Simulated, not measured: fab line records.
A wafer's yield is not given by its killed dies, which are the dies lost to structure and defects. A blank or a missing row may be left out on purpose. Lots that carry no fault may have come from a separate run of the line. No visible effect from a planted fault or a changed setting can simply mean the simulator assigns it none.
Split-lot study    flow n5-finfet    7 lots, 21 wafers read, on a route of 1938 steps

== ABOUT THE SPLIT ==
At N5_BEOL_M7_COAT_05 (resist thk 90 nm), the setting spin-rpm was moved away from the recipe's 1500 rpm on 5 of the 21 wafers read, by -9.1% to +7.8%. The other wafers ran this setting at the recipe's value.

== FROM THE SPLIT TO THE READING: what the file shows between them, 4 steps ==
- N5_BEOL_M7_EBR_07
- N5_BEOL_M7_SOFTBAKE_06: time 60 s
- N5_BEOL_M7_EXPOSE_08: exposes mask M7
- N5_BEOL_M7_PEB_09: peb time 60 s

== THE READING ==
CAR-ArF_of_BEOL_M7_COAT_05.thk-nm (the simulator's own value, which no gauge read), in nm, at N5_BEOL_M7_DEVELOP_10 (develop time 30 s). There is no usual value for it anywhere in the file. The 16 wafers here that ran the recipe average 88.5 nm, standard deviation 0.14 nm.

wafer   tool, chamber at the split  spin-rpm as run, rpm  against the recipe  CAR-ArF_of_BEOL_M7_COAT_05.thk-nm, nm  against lot-mates on the recipe
L075.1  litho-track-01, 0           1500                  recipe              88.6                                   -
L075.3  litho-track-01, 0           1500                  recipe              88.6                                   -
L075.6  litho-track-01, 0           1500                  recipe              88.8                                   -
L076.4  litho-track-03, 0           1617                  +7.8%               85.2                                   -3.1
L076.5  litho-track-03, 0           1500                  recipe              88.2                                   -
L076.6  litho-track-03, 0           1500                  recipe              88.4                                   -
L084.1  litho-track-04, 0           1369                  -8.7%               92.8                                   +4.4
L084.2  litho-track-04, 0           1500                  recipe              88.4                                   -
L084.3  litho-track-04, 0           1500                  recipe              88.4                                   -
L087.1  litho-track-01, 0           1500                  recipe              88.6                                   -
L087.2  litho-track-01, 0           1363                  -9.1%               93.2                                   +4.6
L087.6  litho-track-01, 0           1363                  -9.1%               92.8                                   +4.2
L092.2  litho-track-03, 0           1500                  recipe              88.4                                   -
L092.3  litho-track-03, 0           1500                  recipe              88.6                                   -
L092.6  litho-track-03, 0           1500                  recipe              88.6                                   -
L090.1  litho-track-01, 0           1500                  recipe              88.6                                   -
L090.3  litho-track-01, 0           1500                  recipe              88.4                                   -
L090.6  litho-track-01, 0           1364                  -9.1%               93                                     +4.5
L097.1  litho-track-03, 0           1500                  recipe              88.6                                   -
L097.6  litho-track-03, 0           1500                  recipe              88.6                                   -
L097.5  litho-track-03, 0           1500                  recipe              88.4                                   -

FIT RESULTS
A straight line over all 21 wafers: CAR-ArF_of_BEOL_M7_COAT_05.thk-nm changes by -0.478 nm for each +1% of spin-rpm; r = -1.00; the points scatter about the line by 0.18 nm.
The same after taking each lot's own level away (the mean of its wafers on the recipe; 21 wafers): -0.471 nm for each +1%; r = -1.00; scatter 0.18 nm.
According to that fit, moving spin-rpm by its largest amount changes the reading by 4.3 nm.
Across the lots, their own levels run from 88.30 to 88.67 nm, a range of 2.6 times the standard deviation given above.
Hence the lot-to-lot level has little effect on the slope; both slopes agree.
Check: with one of the wafers moved furthest among these (-9.1%) left out of the fit, the line predicts +4.3 nm for it against its lot-mates. Against them it came out at +4.6 nm.

== OTHER SPLITS ON THESE WAFERS ==
Before the reading, these wafers also passed through other splits. Each is held against what the fit with the lots' levels taken away leaves over:
other split on the same wafers    wafers away from the commonest value  r with CAR-ArF_of_BEOL_M7_COAT_05.thk-nm (lot level and that fit taken away)
N5_BEOL_M4_TRENCH_ETCH_37 bias-w  7                                     -0.12
N5_BEOL_M5_EXPOSE_08 dose-mj      8                                     -0.13
N5_BEOL_M5_ETCH_72 bias-w         5                                     -0.24
N5_BEOL_M6_COAT_60 spin-rpm       7                                     -0.08
N5_BEOL_M7_COAT_59 spin-rpm       8                                     +0.15

== THE WHOLE CHAIN: every reading that the file lists as answering this split, in the file's order ==
step                   what it does       reading                                                                             change (the file's fit)                r (the file's)
N5_BEOL_M7_COAT_05     resist thk 90 nm   CAR-ArF_of_BEOL_M7_COAT_05.thk-nm (the simulator's own value, which no gauge read)  -0.46 nm for each +1% of the setting   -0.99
N5_BEOL_M7_DEVELOP_10  develop time 30 s  CAR-ArF_of_BEOL_M7_COAT_05.thk-nm (the simulator's own value, which no gauge read)  -0.474 nm for each +1% of the setting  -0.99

== FILE'S OWN FIT ==
CAR-ArF_of_BEOL_M7_COAT_05.thk-nm changes by -0.474 nm for each +1% of spin-rpm, r = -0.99.
